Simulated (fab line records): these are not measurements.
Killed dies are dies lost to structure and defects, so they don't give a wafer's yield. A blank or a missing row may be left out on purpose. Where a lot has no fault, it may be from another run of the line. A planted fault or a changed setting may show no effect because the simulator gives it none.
Lot-split experiment || flow n5-finfet || route with 1938 steps; 7 lots, 21 wafers read

THE SPLIT
At N5_BEOL_M11_ILD_DEP_00 (deposits SiCOH lowk from DEMS/porogen, target thk 308.51 nm, time 58 s), the setting time-s was moved away from the recipe's 58 s on 6 of the 21 wafers read, by -6.6% to +11.5%. For the rest of the wafers, this setting stayed at what the recipe calls for.

BETWEEN THE SPLIT AND THE READING: the file shows 1 step in between
- N5_BEOL_M11_CURE_71: cures SiCOH lowk, time 240 s

THE READING
At N5_BEOL_M11_THK_MEAS_01: M11_ILD_THK, given in nm. On this fab line, fault-free wafers typically give 267 nm with a standard deviation of 3.7 nm.

{"wafer": "L078.1", "tool, chamber at the split": "pecvd-02, 1", "time-s as run, s": 58, "against the recipe": "recipe", "M11_ILD_THK, nm": 259, "against lot-mates on the recipe": "-"}
{"wafer": "L078.4", "tool, chamber at the split": "pecvd-02, 1", "time-s as run, s": 64.66, "against the recipe": "+11.5%", "M11_ILD_THK, nm": 296, "against lot-mates on the recipe": "+37"}
{"wafer": "L078.6", "tool, chamber at the split": "pecvd-02, 2", "time-s as run, s": 64.66, "against the recipe": "+11.5%", "M11_ILD_THK, nm": 298, "against lot-mates on the recipe": "+39"}
{"wafer": "L079.2", "tool, chamber at the split": "pecvd-02, 1", "time-s as run, s": 62.81, "against the recipe": "+8.3%", "M11_ILD_THK, nm": 286, "against lot-mates on the recipe": "+18"}
{"wafer": "L079.3", "tool, chamber at the split": "pecvd-02, 2", "time-s as run, s": 58, "against the recipe": "recipe", "M11_ILD_THK, nm": 266, "against lot-mates on the recipe": "-"}
{"wafer": "L079.5", "tool, chamber at the split": "pecvd-02, 1", "time-s as run, s": 58, "against the recipe": "recipe", "M11_ILD_THK, nm": 270, "against lot-mates on the recipe": "-"}
{"wafer": "L089.2", "tool, chamber at the split": "pecvd-04, 2", "time-s as run, s": 55.49, "against the recipe": "-4.3%", "M11_ILD_THK, nm": 251, "against lot-mates on the recipe": -18}
{"wafer": "L089.4", "tool, chamber at the split": "pecvd-04, 1", "time-s as run, s": 58, "against the recipe": "recipe", "M11_ILD_THK, nm": 270, "against lot-mates on the recipe": "-"}
{"wafer": "L089.5", "tool, chamber at the split": "pecvd-04, 2", "time-s as run, s": 58, "against the recipe": "recipe", "M11_ILD_THK, nm": 268, "against lot-mates on the recipe": "-"}
{"wafer": "L092.2", "tool, chamber at the split": "pecvd-03, 0", "time-s as run, s": 58, "against the recipe": "recipe", "M11_ILD_THK, nm": 268, "against lot-mates on the recipe": "-"}
{"wafer": "L092.3", "tool, chamber at the split": "pecvd-03, 1", "time-s as run, s": 58, "against the recipe": "recipe", "M11_ILD_THK, nm": 265, "against lot-mates on the recipe": "-"}
{"wafer": "L092.5", "tool, chamber at the split": "pecvd-03, 1", "time-s as run, s": 54.17, "against the recipe": "-6.6%", "M11_ILD_THK, nm": 250, "against lot-mates on the recipe": -16}
{"wafer": "L093.3", "tool, chamber at the split": "pecvd-04, 2", "time-s as run, s": 58, "against the recipe": "recipe", "M11_ILD_THK, nm": 261, "against lot-mates on the recipe": "-"}
{"wafer": "L093.5", "tool, chamber at the split": "pecvd-04, 0", "time-s as run, s": 58, "against the recipe": "recipe", "M11_ILD_THK, nm": 270, "against lot-mates on the recipe": "-"}
{"wafer": "L093.6", "tool, chamber at the split": "pecvd-04, 2", "time-s as run, s": 58, "against the recipe": "recipe", "M11_ILD_THK, nm": 264, "against lot-mates on the recipe": "-"}
{"wafer": "L091.1", "tool, chamber at the split": "pecvd-02, 0", "time-s as run, s": 58, "against the recipe": "recipe", "M11_ILD_THK, nm": 266, "against lot-mates on the recipe": "-"}
{"wafer": "L091.3", "tool, chamber at the split": "pecvd-02, 1", "time-s as run, s": 58, "against the recipe": "recipe", "M11_ILD_THK, nm": 268, "against lot-mates on the recipe": "-"}
{"wafer": "L091.4", "tool, chamber at the split": "pecvd-02, 0", "time-s as run, s": 54.71, "against the recipe": "-5.7%", "M11_ILD_THK, nm": 255, "against lot-mates on the recipe": -12}
{"wafer": "L097.2", "tool, chamber at the split": "pecvd-02, 1", "time-s as run, s": 58, "against the recipe": "recipe", "M11_ILD_THK, nm": 267, "against lot-mates on the recipe": "-"}
{"wafer": "L097.3", "tool, chamber at the split": "pecvd-02, 0", "time-s as run, s": 58, "against the recipe": "recipe", "M11_ILD_THK, nm": 269, "against lot-mates on the recipe": "-"}
{"wafer": "L097.4", "tool, chamber at the split": "pecvd-02, 2", "time-s as run, s": 58, "against the recipe": "recipe", "M11_ILD_THK, nm": 274, "against lot-mates on the recipe": "-"}

FIT RESULTS
A straight line over all 21 wafers: M11_ILD_THK changes by +2.57 nm for each +1% of time-s; r = +0.96; the points scatter about the line by 3.5 nm.
The same after taking each lot's own level away (the mean of its wafers on the recipe; 21 wafers): +2.98 nm for each +1%; r = +0.97; scatter 3.4 nm.
According to that fit, moving time-s by its largest amount changes the reading by 34 nm.
The span of the lots' own levels, 259.0 to 270.0 nm, comes to 3.0 times the standard deviation stated above.
Thus the slope moves with the lot-to-lot level: the two fits are different.
Check: with one of the wafers moved furthest among these (+11.5%) left out of the fit, the line predicts +33.2 nm for it against its lot-mates. Against them it came out at +37 nm.

FURTHER SPLITS ON THESE WAFERS
These wafers also went through other splits before the reading. Each is held against what the fit with the lots' levels taken away leaves over:
{"other split on the same wafers": "N5_BEOL_M9_ETCH_66 bias-w", "wafers away from the commonest value": 7, "r with M11_ILD_THK (lot level and that fit taken away)": "+0.51"}
{"other split on the same wafers": "N5_BEOL_M9_TRENCH_ETCH_37 time-s", "wafers away from the commonest value": 8, "r with M11_ILD_THK (lot level and that fit taken away)": -0.21}
{"other split on the same wafers": "N5_BEOL_M10_EXPOSE_08 dose-mj", "wafers away from the commonest value": 7, "r with M11_ILD_THK (lot level and that fit taken away)": -0.04}

THE WHOLE CHAIN: every reading that the file lists as answering this split, in the file's order
{"step": "N5_BEOL_M11_ILD_DEP_00", "what it does": "deposits SiCOH lowk from DEMS/porogen, target thk 308.51 nm, time 58 s", "reading": "SiCOH_lowk_of_BEOL_M11_ILD_DEP_00.thk-nm (the simulator's own value, which no gauge read)", "change (the file's fit)": "+3.2 nm for each +1% of the setting", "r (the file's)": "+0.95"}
{"step": "N5_BEOL_M11_CURE_71", "what it does": "cures SiCOH lowk, time 240 s", "reading": "SiCOH_lowk_of_BEOL_M11_ILD_DEP_00.thk-nm (the simulator's own value, which no gauge read)", "change (the file's fit)": "+2.82 nm for each +1% of the setting", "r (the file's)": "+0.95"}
{"step": "N5_BEOL_M11_THK_MEAS_01", "what it does": "", "reading": "M11_ILD_THK", "change (the file's fit)": "+2.83 for each +1% of the setting", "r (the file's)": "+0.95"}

THE FILE'S OWN FIT
M11_ILD_THK changes by +2.83 nm for each +1% of time-s, r = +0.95.
